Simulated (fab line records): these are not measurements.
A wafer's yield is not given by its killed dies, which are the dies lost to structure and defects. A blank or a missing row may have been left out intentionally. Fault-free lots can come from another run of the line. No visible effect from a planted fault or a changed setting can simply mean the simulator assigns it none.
Lot-split experiment / flow n5 finfet / 21 wafers read from 7 lots, route of 1938 steps

ON THE SPLIT
At N5_FIN_CUT_COAT_29 (time 60 s, resist thk 10 nm), the setting spin rpm was moved away from the recipe's 1500 rpm on 7 of the 21 wafers read, by -9.7% to +10.1%. This setting was run at the recipe's value on the other wafers.

FROM THE SPLIT TO THE READING: what the file shows between them, 4 steps
- N5_FIN_CUT_COAT_02: resist thk 30 nm
- N5_FIN_CUT_EBR_04
- N5_FIN_CUT_DESCUM_13: chemistry O2, time 7 s
- N5_FIN_CUT_ETCH_30: etches underlayer in N2/H2, target depth 13 nm, time 10.4 s

THE READING
underlayer_of_FIN_CUT_COAT_29.thk nm (the simulator's own value, which no gauge read), in nm, at N5_FIN_CUT_ETCH_20 (etches SiARC in CF4, target depth 26 nm, time 43.3 s). No usual value for it is given in the file. The 14 wafers here that ran the recipe average 9.3 nm, standard deviation 0.1 nm.

wafer=L075.1; tool, chamber at the split=litho track-04, 0; spin rpm as run, rpm=1500; against the recipe=recipe; underlayer_of_FIN_CUT_COAT_29.thk nm, nm=9.2; against lot-mates on the recipe=-
wafer=L075.3; tool, chamber at the split=litho track-04, 0; spin rpm as run, rpm=1500; against the recipe=recipe; underlayer_of_FIN_CUT_COAT_29.thk nm, nm=9.2; against lot-mates on the recipe=-
wafer=L075.6; tool, chamber at the split=litho track-04, 0; spin rpm as run, rpm=1652; against the recipe=+10.1%; underlayer_of_FIN_CUT_COAT_29.thk nm, nm=8.8; against lot-mates on the recipe=-0.4
wafer=L080.2; tool, chamber at the split=litho track-05, 0; spin rpm as run, rpm=1368; against the recipe=-8.8%; underlayer_of_FIN_CUT_COAT_29.thk nm, nm=9.8; against lot-mates on the recipe=+0.4
wafer=L080.4; tool, chamber at the split=litho track-05, 0; spin rpm as run, rpm=1368; against the recipe=-8.8%; underlayer_of_FIN_CUT_COAT_29.thk nm, nm=9.8; against lot-mates on the recipe=+0.4
wafer=L080.6; tool, chamber at the split=litho track-05, 0; spin rpm as run, rpm=1500; against the recipe=recipe; underlayer_of_FIN_CUT_COAT_29.thk nm, nm=9.4; against lot-mates on the recipe=-
wafer=L082.2; tool, chamber at the split=litho track-05, 0; spin rpm as run, rpm=1500; against the recipe=recipe; underlayer_of_FIN_CUT_COAT_29.thk nm, nm=9.4; against lot-mates on the recipe=-
wafer=L082.6; tool, chamber at the split=litho track-05, 0; spin rpm as run, rpm=1500; against the recipe=recipe; underlayer_of_FIN_CUT_COAT_29.thk nm, nm=9.4; against lot-mates on the recipe=-
wafer=L082.4; tool, chamber at the split=litho track-05, 0; spin rpm as run, rpm=1435; against the recipe=-4.3%; underlayer_of_FIN_CUT_COAT_29.thk nm, nm=9.6; against lot-mates on the recipe=+0.2
wafer=L091.3; tool, chamber at the split=litho track-05, 0; spin rpm as run, rpm=1500; against the recipe=recipe; underlayer_of_FIN_CUT_COAT_29.thk nm, nm=9.4; against lot-mates on the recipe=-
wafer=L091.4; tool, chamber at the split=litho track-05, 0; spin rpm as run, rpm=1500; against the recipe=recipe; underlayer_of_FIN_CUT_COAT_29.thk nm, nm=9.4; against lot-mates on the recipe=-
wafer=L091.5; tool, chamber at the split=litho track-05, 0; spin rpm as run, rpm=1500; against the recipe=recipe; underlayer_of_FIN_CUT_COAT_29.thk nm, nm=9.4; against lot-mates on the recipe=-
wafer=L094.2; tool, chamber at the split=litho track-03, 0; spin rpm as run, rpm=1500; against the recipe=recipe; underlayer_of_FIN_CUT_COAT_29.thk nm, nm=9.4; against lot-mates on the recipe=-
wafer=L094.3; tool, chamber at the split=litho track-03, 0; spin rpm as run, rpm=1500; against the recipe=recipe; underlayer_of_FIN_CUT_COAT_29.thk nm, nm=9.2; against lot-mates on the recipe=-
wafer=L094.4; tool, chamber at the split=litho track-03, 0; spin rpm as run, rpm=1500; against the recipe=recipe; underlayer_of_FIN_CUT_COAT_29.thk nm, nm=9.2; against lot-mates on the recipe=-
wafer=L096.1; tool, chamber at the split=litho track-05, 0; spin rpm as run, rpm=1500; against the recipe=recipe; underlayer_of_FIN_CUT_COAT_29.thk nm, nm=9.2; against lot-mates on the recipe=-
wafer=L096.2; tool, chamber at the split=litho track-05, 0; spin rpm as run, rpm=1500; against the recipe=recipe; underlayer_of_FIN_CUT_COAT_29.thk nm, nm=9.2; against lot-mates on the recipe=-
wafer=L096.3; tool, chamber at the split=litho track-05, 0; spin rpm as run, rpm=1500; against the recipe=recipe; underlayer_of_FIN_CUT_COAT_29.thk nm, nm=9.2; against lot-mates on the recipe=-
wafer=L097.1; tool, chamber at the split=litho track-03, 0; spin rpm as run, rpm=1354; against the recipe=-9.7%; underlayer_of_FIN_CUT_COAT_29.thk nm, nm=9.8; against lot-mates on the recipe=no lot-mate on the recipe
wafer=L097.3; tool, chamber at the split=litho track-03, 0; spin rpm as run, rpm=1354; against the recipe=-9.7%; underlayer_of_FIN_CUT_COAT_29.thk nm, nm=9.8; against lot-mates on the recipe=no lot-mate on the recipe
wafer=L097.6; tool, chamber at the split=litho track-03, 0; spin rpm as run, rpm=1354; against the recipe=-9.7%; underlayer_of_FIN_CUT_COAT_29.thk nm, nm=9.8; against lot-mates on the recipe=no lot-mate on the recipe

THE FIT
A straight line over all 21 wafers: underlayer_of_FIN_CUT_COAT_29.thk nm changes by -0.0526 nm for each +1% of spin rpm; r = -0.95; the points scatter about the line by 0.088 nm.
The same after taking each lot's own level away (the mean of its wafers on the recipe; 18 wafers): -0.0431 nm for each +1%; r = -0.97; scatter 0.042 nm.
That fit puts the effect of the largest move of spin rpm on the reading at 0.44 nm.
Across the lots, their own levels run from 9.20 to 9.40 nm, a range of 2.0 times the standard deviation given above.
Thus the slope moves with the lot-to-lot level: the two fits are different.
Check: -0.461 nm against its lot-mates is what the line predicts for one of the wafers moved furthest among these (+10.1%) when that wafer is left out of the fit. Against them it came out at -0.4 nm.

FURTHER SPLITS ON THESE WAFERS
Before the reading, these wafers also passed through other splits. Each is held against what the fit with the lots' levels taken away leaves over:
other split on the same wafers=N5_PMOS_HMC_CHANNEL_EPI_EXPOSE_06 dose mj; wafers away from the commonest value=5; r with underlayer_of_FIN_CUT_COAT_29.thk nm (lot level and that fit taken away)=+0.47
other split on the same wafers=N5_PMOS_HMC_CHANNEL_EPI_PEB_07 peb temp c; wafers away from the commonest value=5; r with underlayer_of_FIN_CUT_COAT_29.thk nm (lot level and that fit taken away)=+0.01
other split on the same wafers=N5_FIN_SAQP_ETCH_52 source w; wafers away from the commonest value=6; r with underlayer_of_FIN_CUT_COAT_29.thk nm (lot level and that fit taken away)=-0.25
other split on the same wafers=N5_FIN_SAQP_FIN_ETCH_36 icp w; wafers away from the commonest value=6; r with underlayer_of_FIN_CUT_COAT_29.thk nm (lot level and that fit taken away)=-0.20

THE WHOLE CHAIN: every reading that the file lists as answering this split, in the file's order
step=N5_FIN_CUT_COAT_29; what it does=time 60 s, resist thk 10 nm; reading=underlayer_of_FIN_CUT_COAT_29.thk nm (the simulator's own value, which no gauge read); change (the file's fit)=-0.0535 nm for each +1% of the setting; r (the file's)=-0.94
step=N5_FIN_CUT_ETCH_30; what it does=etches underlayer in N2/H2, target depth 13 nm, time 10.4 s; reading=CAR-EUV_of_FIN_CUT_COAT_02.thk nm (the simulator's own value, which no gauge read); change (the file's fit)=+0.0637 nm for each +1% of the setting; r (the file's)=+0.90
step=N5_FIN_CUT_ETCH_30; what it does=etches underlayer in N2/H2, target depth 13 nm, time 10.4 s; reading=etch.depth nm (the simulator's own value, which no gauge read); change (the file's fit)=-0.0505 nm for each +1% of the setting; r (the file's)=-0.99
step=N5_FIN_CUT_ETCH_20; what it does=etches SiARC in CF4, target depth 26 nm, time 43.3 s; reading=underlayer_of_FIN_CUT_COAT_29.thk nm (the simulator's own value, which no gauge read); change (the file's fit)=-0.0424 nm for each +1% of the setting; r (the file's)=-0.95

THE FILE'S OWN FIT
underlayer_of_FIN_CUT_COAT_29.thk nm changes by -0.0424 nm for each +1% of spin rpm, r = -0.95.
